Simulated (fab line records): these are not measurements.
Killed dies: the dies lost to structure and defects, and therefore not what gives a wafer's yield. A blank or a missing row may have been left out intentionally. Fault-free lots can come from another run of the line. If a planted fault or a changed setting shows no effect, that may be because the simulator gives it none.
fab line records	flow n5-finfet
record lots=9	wafers=26	last-day=17
route steps=1938 shown SDB@364 DUMMY_REMOVAL@377 BEOL_M4@1111
lots untouched by any fault: they come from a run of this same line in which no faults occurred
start-h: hours from the record's first day to the start of the lot's first wafer shown	wait-h: hours elapsed since this lot's preceding step	" unchanged from the row above	L1.1+2: a row that stands for several wafers	- no value present, or no start provided	* or withheld: withheld	< > ~ a bound
route shown NAME@n: NAME is a module with steps in the file, n the number in the route of the first one	usual: the fault-free wafers' mean and standard deviation	same: alike in all rows	chamber/n: place in a boat	sites: each site's reading	_std_site: how widely they spread, as a standard deviation	_edge_site: inner sites' mean taken away from outer sites' mean	radius-mm: how far each site lies from the wafer's centre	mask NAME#n: copy n	behind: the most recent tool/chamber to have shaped the wafer	hold: reason for holding the lot/hours on hold/outcome of the hold	device: the transistor (n, p or np) that didn't switch	end of line: at the end of the route, the tests of the same wafers	a step with no rows: only its recipe	killed: count of dies lost to structure and defects at first sort (not the wafer's yield)	map: dies across one wafer; x = killed, . = not, _ = none there
set.NAME: the setting as run; set.NAME@STEP: as run at that earlier step	model.NAME: the simulator's own value behind a step, which no gauge read
one table for each step of the route and one row for each wafer, over a sample of lots
services: from which hour (start-h, from the record's first day; less than 0 if before it) a tool's chamber was out of use, for how many hours, and why
## steps
# step N5_SDB_HM_OPEN_20
# recipe chemistry=CH3F/O2	target=SiNx	mask-material=SOC	target-depth-a=240	stop-on=poly-Si	over-etch-frac=0.4	ion-energy-ev=120	pressure-mtorr=30	source-w=395	bias-w=73	Ar_flow_sccm=150	CH3F_flow_sccm=30	O2_flow_sccm=20
# usual drypump-motor-current-A=5.7/0.55	oes-product-au=0.67/0.073	rf-vpp-V=297.3/2.8	showerhead-plenum-p-Torr=2.04/0.061	throttle-valve-pct=16.29/0.21
lot.wafer	tool	chamber	start-h	wait-h	drypump-motor-current-A	oes-product-au	rf-hours-counter-h	rf-vpp-V	showerhead-plenum-p-Torr	throttle-valve-pct
L849.4	rie-diel-04	2	66.80	0.0	5.7	0.68	71	299.2	2.02	16.32
L849.5	"	1	"	"	6.6	0.64	-	303.1	2.09	16.57
L849.6	"	2	"	"	5.7	0.68	-	296.8	2.02	16.31
L850.2	rie-diel-04	0	74.21	0.0	5.9	0.57	228	294.9	1.97	16.54
L850.3	"	3	"	"	5.4	0.76	15	300.2	2.13	16.04
L850.5	"	0	"	"	5.8	0.58	-	294.6	1.97	16.55
L858.3	rie-diel-02	0	121.20	0.0	6.2	0.54	256	291.6	1.89	16.54
L858.4	"	0	"	"	6.2	0.56	-	292.9	1.89	16.52
L858.5	"	1	"	"	4.9	0.68	-	295.5	2.02	16.08
L861.1	rie-diel-02	1	138.14	0.0	4.9	0.66	72	296.8	2.02	16.10
L861.2	"	3	"	"	4.7	0.61	181	296.2	1.99	16.39
L861.5	"	1	"	"	4.9	0.68	-	296.5	2.02	16.07
L862.1	rie-diel-03	1	148.01	0.0	5.7	0.77	9	292.7	2.06	16.02
L862.2	"	2	"	"	5.4	0.58	242	295.2	1.96	16.42
L862.3	"	0	"	"	6.0	0.71	58	299.0	2.11	16.17
L864.1	rie-diel-03	0	158.76	0.0	6.0	0.71	62	298.5	2.11	16.18
L864.2	"	2	"	"	5.4	0.57	246	294.9	1.96	16.43
L864.4	"	1	"	"	5.7	0.78	12	294.4	2.06	16.06
L865.3	rie-diel-02	1	163.51	0.0	4.9	0.67	81	296.7	2.02	16.10
L865.5	"	0	"	"	6.2	0.80	-	296.3	2.14	16.03
L865.6	"	1	"	"	4.9	0.66	-	295.8	2.02	16.11
L870.1	rie-diel-02	1	195.37	0.0	4.9	0.66	92	297.6	2.01	16.12
L870.4	"	3	"	"	4.7	0.60	203	297.6	1.99	16.42
L872.2	rie-diel-02	1	210.14	0.0	4.9	0.65	97	296.6	2.01	16.14
L872.3	"	3	"	"	4.7	0.61	207	296.2	1.99	16.42
L872.4	"	2	"	"	5.5	0.74	29	295.2	1.96	16.09
# step N5_SDB_CMP_30
# recipe stop-on=poly-Si	t-overpolish-s=1.54	post-cmp-clean=alkaline-brush	down-force-psi=4.1491	platen-rpm=51.796	pad-velocity-m-s=1.0306	target-thk-nm=30
# usual motor-current-A=12.9/1.5	overpolish-run-s=1.540/0.0091	time-to-endpoint-s=15.8/1.8
lot.wafer	tool	chamber	start-h	wait-h	motor-current-A	overpolish-run-s	time-to-endpoint-s
L849.4	cmp-03	1	70.37	1.5	14.0	1.550	16.7
L849.6	"	3	"	"	11.6	1.537	15.0
L849.5	"	0	"	"	13.0	1.533	18.8
L850.2	cmp-01	2	77.90	1.4	11.8	1.533	19.7
L850.3	"	0	"	"	13.0	1.535	14.8
L850.5	"	2	"	"	11.3	1.537	15.7
L858.3	cmp-03	3	124.78	1.4	12.3	1.542	13.6
L858.4	"	0	"	"	13.0	1.549	13.6
L858.5	"	3	"	"	12.4	1.533	15.2
L861.1	cmp-03	0	141.44	1.4	14.0	1.548	16.1
L861.2	"	2	"	"	12.4	1.524	18.1
L861.5	"	0	"	"	13.7	1.548	17.3
L862.1	cmp-03	2	151.51	1.6	13.4	1.532	16.7
L862.2	"	3	"	"	12.8	1.538	14.5
L862.3	"	0	"	"	13.4	1.541	15.7
L864.2	cmp-01	0	162.07	1.4	12.9	1.522	16.5
L864.1	"	1	"	"	16.2	1.523	16.3
L864.4	"	3	"	"	12.2	1.532	16.8
L865.3	cmp-03	1	166.88	1.5	13.4	1.531	17.9
L865.5	"	3	"	"	11.7	1.547	9.5
L865.6	"	0	"	"	14.0	1.542	16.2
L870.1	cmp-03	3	199.34	1.4	12.5	1.541	8.5
L870.4	"	2	"	"	13.8	1.548	16.5
L872.2	cmp-02	3	213.67	1.4	16.0	1.552	15.6
L872.3	"	0	"	"	11.7	1.566	15.4
L872.4	"	2	"	"	10.4	1.534	14.9
# step N5_SDB_THK_MEAS_31
# recipe reads=a-Si_of_DUMMY_GATE_CVD_03
# usual SDB_THK=63.8/0.85
lot.wafer	tool	chamber	start-h	wait-h	SDB_THK[nm]
L849.4	film-metro-02	-	70.59	-	63.6
L849.5	"	-	"	"	62.9
L849.6	"	-	"	"	63.8
L850.2	film-metro-01	-	78.16	-	65.0
L850.3	"	-	"	"	65.5
L850.5	"	-	"	"	64.1
L858.3	film-metro-02	-	125.03	-	64.7
L858.4	"	-	"	"	64.2
L858.5	"	-	"	"	64.7
L861.1	film-metro-02	-	141.74	-	64.7
L861.2	"	-	"	"	63.6
L861.5	"	-	"	"	64.3
L862.1	film-metro-01	-	151.81	-	64.3
L862.2	"	-	"	"	64.4
L862.3	"	-	"	"	63.3
L864.1	film-metro-02	-	162.37	-	64.8
L864.2	"	-	"	"	63.6
L864.4	"	-	"	"	63.6
L865.3	film-metro-01	-	167.10	-	63.8
L865.5	"	-	"	"	60.4
L865.6	"	-	"	"	63.9
L870.1	film-metro-02	-	199.64	-	60.8
L870.4	"	-	"	"	63.6
L872.2	film-metro-01	-	213.97	-	64.1
L872.3	"	-	"	"	62.7
L872.4	"	-	"	"	62.2
# step N5_DUMMY_REMOVAL_HM_STRIP_01
# recipe chemistry=CH3F/O2	material=SiNx	target-depth-a=40	stop-on=poly-Si	time-s=6.8	over-etch-frac=0.3	ion-energy-ev=60	power-w=410	bias-w=29	Ar_flow_sccm=150	CH3F_flow_sccm=30	O2_flow_sccm=20
# usual drypump-motor-current-A=5.9/0.39	oes-product-au=0.63/0.061	rf-vpp-V=127.2/1.1	showerhead-plenum-p-Torr=1.97/0.077	throttle-valve-pct=16.40/0.26
lot.wafer	tool	chamber	start-h	wait-h	drypump-motor-current-A	oes-product-au	rf-hours-counter-h	rf-vpp-V	showerhead-plenum-p-Torr	throttle-valve-pct
L849.4	rie-diel-05	1	70.67	0.0	6.1	0.62	-	127.1	2.09	16.49
L849.5	"	2	"	"	6.4	0.57	-	127.0	1.89	16.72
L849.6	"	3	"	"	5.3	0.62	-	128.0	1.92	16.50
L850.2	rie-diel-01	2	78.31	0.1	6.1	0.67	97	126.6	2.03	16.58
L850.3	"	1	"	"	5.5	0.61	182	127.3	2.06	16.43
L850.5	"	1	"	"	5.5	0.61	-	126.6	2.06	16.42
L858.3	rie-diel-06	0	125.17	0.1	5.8	0.65	103	127.5	1.93	15.98
L858.4	"	2	"	"	5.9	0.57	-	127.9	1.98	16.63
L858.5	"	0	"	"	5.8	0.65	-	126.4	1.93	15.98
L861.1	rie-diel-01	2	141.81	0.0	6.1	0.66	117	127.0	2.02	16.62
L861.2	"	3	"	"	5.4	0.60	198	126.3	1.90	16.41
L861.5	"	3	"	"	5.4	0.60	-	126.7	1.90	16.39
L862.1	rie-diel-05	3	151.96	0.1	5.2	0.60	186	126.2	1.91	16.53
L862.2	"	1	"	"	6.1	0.61	167	128.6	2.08	16.54
L862.3	"	0	"	"	5.9	0.70	45	126.5	1.95	16.06
L864.1	rie-diel-05	2	162.55	0.2	6.3	0.55	228	126.1	1.89	16.75
L864.2	"	3	"	"	5.2	0.60	189	125.6	1.91	16.58
L864.4	"	1	"	"	6.1	0.61	169	128.2	2.08	16.56
L865.3	rie-diel-06	3	167.16	0.0	6.0	0.76	8	126.2	1.97	16.16
L865.5	"	1	"	"	6.3	0.74	-	127.5	2.13	16.15
L865.6	"	0	"	"	5.8	0.64	-	125.7	1.92	16.00
L870.1	rie-diel-05	2	199.70	0.0	6.4	0.54	240	127.4	1.88	16.77
L870.4	"	3	"	"	5.2	0.59	200	125.9	1.91	16.58
L872.2	rie-diel-05	0	214.03	0.0	5.9	0.69	65	125.2	1.95	16.09
L872.3	"	2	"	"	6.3	0.55	245	124.8	1.88	16.78
L872.4	"	0	"	"	5.9	0.69	-	127.3	1.95	16.12
# step N5_DUMMY_REMOVAL_INSPECT_06
# recipe inspect-instrument=brightfield	mode=aei
# usual raw-defect-count=11/4.6
lot.wafer	tool	chamber	start-h	wait-h	raw-defect-count
L849.4	defect-inspect-01	-	70.85	0.0	10
L849.5	"	-	"	"	21
L849.6	"	-	"	"	19
L850.2	defect-inspect-01	-	78.52	0.0	18
L850.3	"	-	"	"	7
L850.5	"	-	"	"	4
L858.3	defect-inspect-02	-	125.36	0.0	13
L858.4	"	-	"	"	11
L858.5	"	-	"	"	15
L861.1	defect-inspect-01	-	142.00	0.0	9
L861.2	"	-	"	"	8
L861.5	"	-	"	"	8
L862.1	defect-inspect-01	-	152.16	0.0	5
L862.2	"	-	"	"	8
L862.3	"	-	"	"	6
L864.1	defect-inspect-02	-	162.75	0.0	16
L864.2	"	-	"	"	13
L864.4	"	-	"	"	13
L865.3	defect-inspect-01	-	167.36	0.0	12
L865.5	"	-	"	"	12
L865.6	"	-	"	"	6
L870.1	defect-inspect-01	-	199.89	0.0	8
L870.4	"	-	"	"	11
L872.2	defect-inspect-02	-	214.22	0.0	4
L872.3	"	-	"	"	10
L872.4	"	-	"	"	6
# step N5_BEOL_M4_RC_MEAS_101
# usual DIBL_N=36.2/1.4	DIBL_P=36.1/1.5	IOFF_N=0.153/0.02	IOFF_P=0.215/0.03	ION_N=672/8.6	ION_P=463/6.8	SS_N=71.5/0.47	SS_P=73.3/0.57	VT_N=250.6/2.4	VT_P=-249/3.2
lot.wafer	tool	chamber	start-h	wait-h	DIBL_N[mV/V]	DIBL_P[mV/V]	IOFF_N[nA/um]	IOFF_P[nA/um]	ION_N[uA/um]	ION_P[uA/um]	SS_N[mV/dec]	SS_P[mV/dec]	VT_N[mV]	VT_P[mV]
L850.2	prober-02	0	169.79	0.2	34.2	34.5	0.138	0.227	667	469	71.9	73.4	252.3	-246
L850.3	"	0	"	"	36.8	37.8	0.194	0.293	698	488	72.0	74.1	244.4	-244
L850.5	"	0	"	"	33.5	33.2	0.126	0.204	671	473	71.0	73.4	253.8	-246
L849.4	prober-01	0	170.06	0.5	37.6	37.9	0.159	0.247	674	474	72.6	72.9	249.2	-247
L849.5	"	0	"	"	37.6	38.2	0.161	0.259	665	465	72.1	73.1	249.9	-245
L849.6	"	0	"	"	37.4	37.4	0.151	0.246	661	464	72.0	73.3	252.7	-247
L858.3	prober-01	0	214.21	0.3	35.6	37.4	0.153	0.196	662	455	70.7	72.7	250.1	-252
L858.4	"	0	"	"	34.5	36.0	0.135	0.181	667	455	71.2	72.0	251.2	-253
L858.5	"	0	"	"	36.8	39.1	0.185	0.229	685	465	72.3	73.3	245.4	-249
L861.1	prober-01	0	236.72	0.0	37.5	36.8	0.169	0.260	677	472	71.7	73.5	249.0	-247
L861.2	"	0	"	"	38.5	37.2	0.191	0.276	673	468	72.2	73.2	244.8	-246
L861.5	"	0	"	"	37.3	36.3	0.152	0.245	669	466	72.2	73.3	251.9	-245
L862.1	prober-02	0	244.40	0.0	37.3	38.1	0.159	0.210	678	461	71.6	73.9	249.5	-250
L862.2	"	0	"	"	36.6	36.3	0.147	0.189	674	458	70.8	73.4	253.1	-251
L862.3	"	0	"	"	38.5	38.9	0.178	0.222	682	457	71.1	74.0	247.0	-251
L864.1	prober-02	0	268.69	0.0	35.8	35.7	0.143	0.210	666	454	70.9	72.8	251.7	-252
L864.2	"	0	"	"	38.1	38.4	0.181	0.239	682	467	72.3	73.7	250.4	-250
L864.4	"	0	"	"	36.9	37.2	0.156	0.218	677	468	71.6	73.5	250.8	-250
L865.3	prober-02	0	269.93	1.0	34.3	33.4	0.122	0.160	657	450	70.8	73.0	254.2	-257
L865.5	"	0	"	"	35.7	34.8	0.139	0.177	666	453	71.0	72.7	251.7	-253
L865.6	"	0	"	"	32.6	31.0	0.103	0.131	656	450	70.6	72.2	255.1	-259
L870.1	prober-02	0	297.12	0.0	36.7	37.1	0.156	0.239	683	472	70.9	73.3	252.4	-248
L870.4	"	0	"	"	36.4	36.2	0.150	0.224	676	470	71.2	72.1	250.8	-249
L872.2	prober-01	0	302.39	0.2	34.1	35.2	0.146	0.200	676	467	70.4	73.2	249.4	-249
L872.3	"	0	"	"	36.1	37.2	0.166	0.217	667	462	71.7	73.4	249.0	-247
L872.4	"	0	"	"	35.6	36.6	0.160	0.213	676	461	71.5	73.7	250.4	-251
## services
tool	chamber	start-h	hours	kind
cmp-01	-	49.70	1.3	repair
rie-diel-02	0	54.35	8.7	repair
cmp-03	-	59.84	4.0	pm
rie-diel-02	-	64.28	4.0	pm
rie-diel-03	-	65.92	2.8	pm
rie-diel-05	0	66.44	11.7	repair
rie-diel-05	-	80.53	0.9	repair
rie-diel-05	-	86.91	1.6	repair
rie-diel-05	-	89.31	0.6	repair
rie-diel-01	2	95.96	3.7	repair
cmp-01	-	97.63	1.3	repair
cmp-01	-	107.53	3.9	pm
rie-diel-03	3	130.40	1.7	repair
cmp-01	-	140.37	18.0	pm
rie-diel-04	0	148.40	7.8	repair
rie-diel-04	2	154.57	4.1	repair
rie-diel-05	2	154.96	3.7	repair
rie-diel-01	3	156.15	22.7	repair
rie-diel-06	2	158.83	4.2	repair
rie-diel-04	2	159.80	4.9	repair
cmp-03	-	181.29	1.4	repair
rie-diel-04	2	190.24	6.7	repair
rie-diel-03	3	197.34	29.9	repair
cmp-03	-	208.04	34.2	repair
## key
first-sign step=N5_SDB_CMP_30	reading=time-to-endpoint-s	direction=down	sigmas=3.7	usual=*	struck=*
effect step=N5_SDB_THK_MEAS_31	reading=SDB_THK	direction=down	sigmas=3.9	usual=63.8	struck=60.6
met-at N5_SDB_CMP_30
struck-lots L865,L870
struck-wafers L865.5,L870.1
not-acting-at N5_SDB_HM_OPEN_20,N5_DUMMY_REMOVAL_HM_STRIP_01,N5_DUMMY_REMOVAL_INSPECT_06
onset-between 151.51 166.88
fault kind=process-parameter-drift	tool=cmp-03	chamber=-	onset-h=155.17	steps=N5_SDB_CMP_30	channel=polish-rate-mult	offset=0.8	shape=step	end-h=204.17	scope=struck-wafers-only
